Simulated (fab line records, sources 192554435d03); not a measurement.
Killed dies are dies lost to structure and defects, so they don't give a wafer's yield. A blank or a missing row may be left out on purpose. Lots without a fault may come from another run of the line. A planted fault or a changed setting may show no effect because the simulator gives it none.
Which tool did it? | flow n5_finfet | 24 lots, 72 wafers sampled, at 6 steps of a route of 1938

WHAT THE GAUGES READ, wafer by wafer
N5_BEOL_M8_THK_MEAS_01. Usual: M8_ILD_THK 154.4 nm, standard deviation 2.
lot  | measured     | on            | M8_ILD_THK (nm)   | flag
L074 | day 9 02:56  | film_metro-02 | 152.9 154.2 157.6 |
L075 | day 9 11:19  | film_metro-01 | 154.3 154.6 156.3 |
L076 | day 10 05:35 | film_metro-02 | 154.6 151.6 158.1 |
L077 | day 10 11:43 | film_metro-01 | 154.5 151.3 156.8 |
L080 | day 10 14:28 | film_metro-01 | 151.2 152.6 154.6 |
L079 | day 10 18:50 | film_metro-01 | 154.9 154.1 155.3 |
L078 | day 10 19:37 | film_metro-01 | 152.3 150.7 153.3 |
L081 | day 11 04:38 | film_metro-01 | 153.1 152.6 156.9 |
L083 | day 11 08:44 | film_metro-01 | 156.6 157.6 158.0 |
L082 | day 11 11:18 | film_metro-01 | 151.4 153.0 156.9 |
L084 | day 11 19:25 | film_metro-02 | 152.1 154.8 155.5 |
L085 | day 11 23:11 | film_metro-01 | 155.0 155.8 158.0 |
L086 | day 12 16:32 | film_metro-01 | 152.6 153.6 155.0 |
L087 | day 12 17:51 | film_metro-01 | 152.8 158.5 155.7 |
L088 | day 12 21:35 | film_metro-01 | 152.1 154.9 154.6 |
L089 | day 12 23:38 | film_metro-02 | 152.1 154.8 154.1 |
L091 | day 13 02:20 | film_metro-02 | 153.5 155.9 155.0 |
L090 | day 13 07:40 | film_metro-01 | 153.7 152.2 154.1 |
L092 | day 13 15:40 | film_metro-02 | 151.8 152.4 155.2 |
L093 | day 14 05:35 | film_metro-01 | 152.8 152.7 155.4 |
L095 | day 14 13:04 | film_metro-02 | 152.7 156.3 156.7 |
L094 | day 15 04:58 | film_metro-01 | 153.8 150.1 157.1 |
L096 | day 15 15:43 | film_metro-02 | 151.3 155.5 155.4 |
L097 | day 15 16:45 | film_metro-01 | 154.9 158.5 156.4 |

WHICH TOOL RAN EACH LOT (tool, then ch and the chambers of the sampled wafers, then the start)
lot  | N5_BEOL_M7_PECVD_70             | N5_BEOL_M7_ETCH_41                            | N5_BEOL_M7_CURE_75            | N5_BEOL_M7_ANNEAL_51             | N5_BEOL_M8_CURE_74
L074 | pecvd-02 ch 0,1, day 8 17:10    | rie_diel-02 ch 1,2, day 9 00:01 or earlier    | uv_cure-03 ch 1, day 9 00:01  | rtp_anneal-01 ch 0, day 9 01:33  | uv_cure-02 ch 0, day 9 02:25
L075 | pecvd-01 ch 0,1, day 9 03:27    | rie_diel-03 ch 0,1,3, day 9 07:47 or earlier  | uv_cure-01 ch 1, day 9 07:47  | rtp_anneal-02 ch 0, day 9 09:57  | uv_cure-03 ch 2, day 9 10:48
L076 | pecvd-02 ch 0,2, day 9 20:47    | rie_diel-04 ch 0,2, day 10 01:35 or earlier   | uv_cure-02 ch 2, day 10 01:35 | rtp_anneal-02 ch 0, day 10 04:12 | uv_cure-02 ch 2, day 10 05:08
L077 | pecvd-01 ch 0,1, day 10 04:08   | rie_diel-02 ch 1,2,3, day 10 08:17 or earlier | uv_cure-02 ch 1, day 10 08:17 | rtp_anneal-02 ch 0, day 10 10:21 | uv_cure-02 ch 1, day 10 11:12
L080 | pecvd-02 ch 0,2, day 10 07:08   | rie_diel-04 ch 0,1,3, day 10 10:46 or earlier | uv_cure-03 ch 2, day 10 10:46 | rtp_anneal-02 ch 0, day 10 13:07 | uv_cure-01 ch 2, day 10 14:02
L079 | pecvd-01 ch 0,1,2, day 10 08:57 | rie_diel-04 ch 1,3, day 10 12:17 or earlier   | uv_cure-02 ch 1, day 10 12:17 | rtp_anneal-01 ch 0, day 10 17:28 | uv_cure-01 ch 2, day 10 18:19
L078 | pecvd-03 ch 0,1,2, day 10 12:21 | rie_diel-04 ch 1,2,3, day 10 16:53 or earlier | uv_cure-02 ch 0, day 10 16:53 | rtp_anneal-02 ch 0, day 10 18:16 | uv_cure-02 ch 0, day 10 19:07
L081 | pecvd-01 ch 0,1,2, day 10 18:50 | rie_diel-04 ch 1,2, day 11 01:10 or earlier   | uv_cure-02 ch 0, day 11 01:10 | rtp_anneal-01 ch 0, day 11 03:16 | uv_cure-02 ch 0, day 11 04:07
L083 | pecvd-02 ch 0,1, day 11 03:25   | rie_diel-02 ch 1,2, day 11 06:05 or earlier   | uv_cure-02 ch 2, day 11 06:05 | rtp_anneal-02 ch 0, day 11 07:28 | uv_cure-01 ch 1, day 11 08:23
L082 | pecvd-01 ch 1,2, day 11 04:23   | rie_diel-04 ch 0,2,3, day 11 08:25 or earlier | uv_cure-03 ch 1, day 11 08:25 | rtp_anneal-01 ch 0, day 11 09:55 | uv_cure-03 ch 0, day 11 10:52
L084 | pecvd-02 ch 1,2, day 11 12:05   | rie_diel-02 ch 1,2,3, day 11 16:42 or earlier | uv_cure-02 ch 1, day 11 16:42 | rtp_anneal-01 ch 0, day 11 18:03 | uv_cure-01 ch 0, day 11 18:54
L085 | pecvd-02 ch 1,2, day 11 12:36   | rie_diel-04 ch 1,2,3, day 11 17:02 or earlier | uv_cure-01 ch 2, day 11 17:02 | rtp_anneal-01 ch 0, day 11 21:40 | uv_cure-01 ch 0, day 11 22:45
L086 | pecvd-02 ch 0,1,2, day 12 05:50 | rie_diel-03 ch 0,1,3, day 12 12:22 or earlier | uv_cure-02 ch 0, day 12 12:22 | rtp_anneal-02 ch 0, day 12 15:10 | uv_cure-02 ch 2, day 12 16:01
L087 | pecvd-03 ch 0,1,2, day 12 08:23 | rie_diel-04 ch 0,1,2, day 12 14:38 or earlier | uv_cure-01 ch 2, day 12 14:38 | rtp_anneal-01 ch 0, day 12 16:30 | uv_cure-01 ch 1, day 12 17:25
L088 | pecvd-02 ch 1,2, day 12 13:47   | rie_diel-04 ch 0,1,3, day 12 17:05 or earlier | uv_cure-02 ch 0, day 12 17:05 | rtp_anneal-02 ch 0, day 12 20:13 | uv_cure-01 ch 2, day 12 21:04
L089 | pecvd-03 ch 1,2, day 12 14:03   | rie_diel-03 ch 0,1,3, day 12 20:06 or earlier | uv_cure-02 ch 2, day 12 20:06 | rtp_anneal-01 ch 0, day 12 22:08 | uv_cure-01 ch 1, day 12 23:12
L091 | pecvd-02 ch 0,1,2, day 12 18:28 | rie_diel-03 ch 0,2,3, day 12 22:13 or earlier | uv_cure-01 ch 2, day 12 22:13 | rtp_anneal-02 ch 0, day 13 01:07 | uv_cure-03 ch 1, day 13 02:04
L090 | pecvd-02 ch 1,2, day 12 22:23   | rie_diel-02 ch 1,3, day 13 03:41 or earlier   | uv_cure-02 ch 1, day 13 03:41 | rtp_anneal-01 ch 0, day 13 06:16 | uv_cure-02 ch 0, day 13 07:09
L092 | pecvd-02 ch 1,2, day 13 08:53   | rie_diel-04 ch 0,1,2, day 13 12:30 or earlier | uv_cure-01 ch 0, day 13 12:30 | rtp_anneal-01 ch 0, day 13 14:18 | uv_cure-01 ch 0, day 13 15:09
L093 | pecvd-02 ch 1,2, day 13 19:41   | rie_diel-02 ch 0,2,3, day 14 02:36 or earlier | uv_cure-03 ch 0, day 14 02:36 | rtp_anneal-02 ch 0, day 14 04:14 | uv_cure-01 ch 2, day 14 05:05
L095 | pecvd-02 ch 0,1, day 14 01:05   | rie_diel-03 ch 1,3, day 14 09:22 or earlier   | uv_cure-01 ch 2, day 14 09:22 | rtp_anneal-01 ch 0, day 14 11:44 | uv_cure-03 ch 1, day 14 12:37
L094 | pecvd-03 ch 0,1, day 14 18:20   | rie_diel-03 ch 0,1, day 14 23:49 or earlier   | uv_cure-03 ch 1, day 14 23:49 | rtp_anneal-01 ch 0, day 15 03:16 | uv_cure-03 ch 2, day 15 04:27
L096 | pecvd-02 ch 1,2, day 14 22:59   | rie_diel-02 ch 1,2,3, day 15 05:15 or earlier | uv_cure-01 ch 1, day 15 05:15 | rtp_anneal-01 ch 0, day 15 14:04 | uv_cure-03 ch 0, day 15 15:11
L097 | pecvd-03 ch 1,2, day 15 03:00   | rie_diel-04 ch 1,2, day 15 05:48 or earlier   | uv_cure-02 ch 0, day 15 05:48 | rtp_anneal-02 ch 0, day 15 15:22 | uv_cure-03 ch 2, day 15 16:14
- N5_BEOL_M7_PECVD_70: deposits SiO2 from TEOS/O2, target thk 20 nm, time 22.7 s.
- N5_BEOL_M7_ETCH_41: etches SiCN in CH3F/O2, target depth 31.9 nm, time 57.8 s.
- N5_BEOL_M7_CURE_75: cures SiCOH lowk, time 120 s.
- N5_BEOL_M7_ANNEAL_51: time 90 s.
- N5_BEOL_M8_CURE_74: cures SiCOH lowk, time 240 s.

WHAT THE TOOLS THEMSELVES READ (means of the sampled wafers that have a number; where no wafer has one, the mark that the record gives instead)
N5_BEOL_M7_PECVD_70. Usual: heater_power_w 760 W, standard deviation 120; showerhead_plenum_p_Torr 8.80 Torr, standard deviation 0.054; throttle_valve_pct 22.2 %, standard deviation 0.8.
lot  | tool     | heater_power_w (W) | showerhead_plenum_p_Torr (Torr) | throttle_valve_pct (%) | flag
L074 | pecvd-02 | 757                | 8.83                            | 22.6                   |
L075 | pecvd-01 | 642                | 8.74                            | 22.8                   |
L076 | pecvd-02 | 788                | 8.79                            | 22.0                   |
L077 | pecvd-01 | 635                | 8.75                            | 22.9                   |
L080 | pecvd-02 | 743                | 8.80                            | 22.2                   |
L079 | pecvd-01 | 684                | 8.77                            | 22.3                   |
L078 | pecvd-03 | 702                | 8.81                            | 22.2                   |
L081 | pecvd-01 | 702                | 8.75                            | 22.4                   |
L083 | pecvd-02 | 777                | 8.82                            | 22.6                   |
L082 | pecvd-01 | 709                | 8.79                            | 21.8                   |
L084 | pecvd-02 | 837                | 8.78                            | 21.7                   |
L085 | pecvd-02 | 853                | 8.84                            | 22.1                   |
L086 | pecvd-02 | 824                | 8.82                            | 22.2                   |
L087 | pecvd-03 | 667                | 8.80                            | 22.3                   |
L088 | pecvd-02 | 801                | 8.83                            | 22.0                   |
L089 | pecvd-03 | 812                | 8.84                            | 21.3                   |
L091 | pecvd-02 | 815                | 8.81                            | 22.1                   |
L090 | pecvd-02 | 938                | 8.82                            | 22.2                   |
L092 | pecvd-02 | 807                | 8.78                            | 21.9                   |
L093 | pecvd-02 | 830                | 8.80                            | 21.8                   |
L095 | pecvd-02 | 786                | 8.82                            | 22.7                   |
L094 | pecvd-03 | 616                | 8.76                            | 23.3                   |
L096 | pecvd-02 | 922                | 8.83                            | 22.2                   |
L097 | pecvd-03 | 747                | 8.84                            | 21.4                   |

N5_BEOL_M7_ETCH_41. Usual: O2_flow_sccm 20.00 sccm, standard deviation 0.058; drypump_motor_current_A 5.8 A, standard deviation 0.46; oes_product_au 0.78 a.u., standard deviation 0.091; rf_vpp_V 298.0 V, standard deviation 1.4; showerhead_plenum_p_Torr 2.03 Torr, standard deviation 0.055; throttle_valve_pct 16.3 %, standard deviation 0.38.
lot  | tool        | O2_flow_sccm (sccm) | drypump_motor_current_A (A) | oes_product_au (a.u.) | rf_vpp_V (V) | showerhead_plenum_p_Torr (Torr) | throttle_valve_pct (%) | flag
L074 | rie_diel-02 | 20.01               | 5.8                         | 0.86                  | 298.4        | 2.03                            | 15.8                   |
L075 | rie_diel-03 | 19.96               | 5.8                         | 0.78                  | 297.6        | 2.01                            | 16.3                   |
L076 | rie_diel-04 | 20.04               | 5.6                         | 0.71                  | 297.3        | 2.03                            | 16.7                   |
L077 | rie_diel-02 | 20.00               | 6.2                         | 0.87                  | 299.2        | 2.06                            | 16.0                   |
L080 | rie_diel-04 | 19.98               | 5.9                         | 0.81                  | 298.2        | 2.03                            | 16.2                   |
L079 | rie_diel-04 | 19.96               | 5.9                         | 0.90                  | 298.5        | 2.04                            | 15.8                   |
L078 | rie_diel-04 | 20.03               | 5.9                         | 0.81                  | 299.0        | 2.06                            | 16.1                   |
L081 | rie_diel-04 | 20.03               | 5.9                         | 0.72                  | 297.9        | 2.07                            | 16.5                   |
L083 | rie_diel-02 | 19.98               | 5.8                         | 0.84                  | 299.0        | 2.02                            | 15.9                   |
L082 | rie_diel-04 | 19.99               | 5.7                         | 0.80                  | 298.0        | 2.03                            | 16.4                   |
L084 | rie_diel-02 | 20.01               | 6.2                         | 0.85                  | 299.2        | 2.05                            | 16.0                   |
L085 | rie_diel-04 | 19.98               | 5.9                         | 0.80                  | 298.4        | 2.06                            | 16.1                   |
L086 | rie_diel-03 | 20.00               | 5.8                         | 0.77                  | 296.8        | 2.00                            | 16.3                   |
L087 | rie_diel-04 | 19.99               | 5.9                         | 0.71                  | 298.0        | 2.04                            | 16.5                   |
L088 | rie_diel-04 | 20.03               | 5.9                         | 0.79                  | 298.3        | 2.03                            | 16.2                   |
L089 | rie_diel-03 | 20.06               | 5.8                         | 0.76                  | 297.1        | 2.00                            | 16.3                   |
L091 | rie_diel-03 | 20.02               | 5.5                         | 0.78                  | 297.1        | 2.04                            | 16.3                   |
L090 | rie_diel-02 | 20.00               | 6.2                         | 0.85                  | 298.5        | 2.08                            | 16.2                   |
L092 | rie_diel-04 | 19.98               | 5.9                         | 0.70                  | 299.0        | 2.04                            | 16.6                   |
L093 | rie_diel-02 | 19.99               | 6.1                         | 0.78                  | 297.9        | 2.04                            | 16.3                   |
L095 | rie_diel-03 | 20.01               | 5.9                         | 0.74                  | 297.1        | 1.97                            | 16.4                   |
L094 | rie_diel-03 | 19.99               | 5.9                         | 0.71                  | 296.5        | 1.95                            | 16.5                   |
L096 | rie_diel-02 | 19.99               | 6.2                         | 0.81                  | 298.2        | 2.04                            | 16.1                   |
L097 | rie_diel-04 | 20.00               | 6.1                         | 0.71                  | 298.0        | 2.06                            | 16.3                   |

N5_BEOL_M7_CURE_75. Usual: lamp_power_pct 52.32 %, standard deviation 0.056; wafer_temp_C_max 371.8, standard deviation 0.82.
lot  | tool       | lamp_power_pct (%) | wafer_temp_C_max | flag
L074 | uv_cure-03 | 52.34              | 373.4            |
L075 | uv_cure-01 | 52.28              | 371.2            |
L076 | uv_cure-02 | 52.24              | 371.7            |
L077 | uv_cure-02 | 52.32              | 371.0            |
L080 | uv_cure-03 | 52.37              | 373.2            |
L079 | uv_cure-02 | 52.27              | 371.2            |
L078 | uv_cure-02 | 52.31              | 372.4            |
L081 | uv_cure-02 | 52.31              | 371.9            |
L083 | uv_cure-02 | 52.35              | 371.4            |
L082 | uv_cure-03 | 52.32              | 373.0            |
L084 | uv_cure-02 | 52.34              | 371.1            |
L085 | uv_cure-01 | 52.39              | 371.2            |
L086 | uv_cure-02 | 52.31              | 372.4            |
L087 | uv_cure-01 | 52.32              | 371.3            |
L088 | uv_cure-02 | 52.31              | 372.4            |
L089 | uv_cure-02 | 52.33              | 371.6            |
L091 | uv_cure-01 | 52.29              | 371.2            |
L090 | uv_cure-02 | 52.29              | 371.1            |
L092 | uv_cure-01 | 52.33              | 371.3            |
L093 | uv_cure-03 | 52.36              | 371.2            |
L095 | uv_cure-01 | 52.30              | 371.1            |
L094 | uv_cure-03 | 52.31              | 373.1            |
L096 | uv_cure-01 | 52.37              | 371.2            |
L097 | uv_cure-02 | 52.28              | 371.9            |

N5_BEOL_M7_ANNEAL_51. Usual: wafer_temp_C_max 226.0, standard deviation 0.36.
lot  | tool          | wafer_temp_C_max | flag
L074 | rtp_anneal-01 | 226.2            |
L075 | rtp_anneal-02 | 225.7            |
L076 | rtp_anneal-02 | 225.4            |
L077 | rtp_anneal-02 | 225.8            |
L080 | rtp_anneal-02 | 225.7            |
L079 | rtp_anneal-01 | 226.3            |
L078 | rtp_anneal-02 | 225.7            |
L081 | rtp_anneal-01 | 226.4            |
L083 | rtp_anneal-02 | 225.8            |
L082 | rtp_anneal-01 | 226.4            |
L084 | rtp_anneal-01 | 226.2            |
L085 | rtp_anneal-01 | 226.3            |
L086 | rtp_anneal-02 | 225.7            |
L087 | rtp_anneal-01 | 226.1            |
L088 | rtp_anneal-02 | 225.6            |
L089 | rtp_anneal-01 | 226.0            |
L091 | rtp_anneal-02 | 225.5            |
L090 | rtp_anneal-01 | 226.2            |
L092 | rtp_anneal-01 | 226.1            |
L093 | rtp_anneal-02 | 225.6            |
L095 | rtp_anneal-01 | 226.3            |
L094 | rtp_anneal-01 | 226.1            |
L096 | rtp_anneal-01 | 226.3            |
L097 | rtp_anneal-02 | 225.6            |

N5_BEOL_M8_CURE_74. Usual: lamp_power_pct 52.32 %, standard deviation 0.05; wafer_temp_C_max 386.9, standard deviation 0.83.
lot  | tool       | lamp_power_pct (%) | wafer_temp_C_max | flag
L074 | uv_cure-02 | 52.29              | 387.4            |
L075 | uv_cure-03 | 52.34              | 387.6            |
L076 | uv_cure-02 | 52.27              | 386.5            |
L077 | uv_cure-02 | 52.33              | 386.3            |
L080 | uv_cure-01 | 52.34              | 386.4            |
L079 | uv_cure-01 | 52.33              | 386.3            |
L078 | uv_cure-02 | 52.34              | 387.1            |
L081 | uv_cure-02 | 52.33              | 387.3            |
L083 | uv_cure-01 | 52.33              | 386.6            |
L082 | uv_cure-03 | 52.27              | 386.0            |
L084 | uv_cure-01 | 52.30              | 386.0            |
L085 | uv_cure-01 | 52.31              | 386.4            |
L086 | uv_cure-02 | 52.34              | 387.1            |
L087 | uv_cure-01 | 52.33              | 386.3            |
L088 | uv_cure-01 | 52.31              | 386.2            |
L089 | uv_cure-01 | 52.35              | 386.1            |
L091 | uv_cure-03 | 52.33              | 388.2            |
L090 | uv_cure-02 | 52.30              | 387.0            |
L092 | uv_cure-01 | 52.32              | 386.6            |
L093 | uv_cure-01 | 52.36              | 386.2            |
L095 | uv_cure-03 | 52.32              | 388.1            |
L094 | uv_cure-03 | 52.32              | 387.6            |
L096 | uv_cure-03 | 52.32              | 386.4            |
L097 | uv_cure-03 | 52.33              | 388.2            |

THE ANSWER, worked out from the rows above alone
Rule: a lot is off if the mean of its wafers that have a number lies more than 3 standard deviations from the usual mean. A lot without any number at a reading at which 4 lots or more have one is off too. The other lots that the step has rows for count as sound. The gauges are gone through in route order, then the tools' own readings, and for those a lot's mean is taken as printed above. The first step at which some lot is off is used, and at that step the reading that is off furthest; a lot without a number counts as furthest.
No lot is off at any reading shown: from this, nothing can be told.

WHAT THE SIMULATOR HAD PUT IN
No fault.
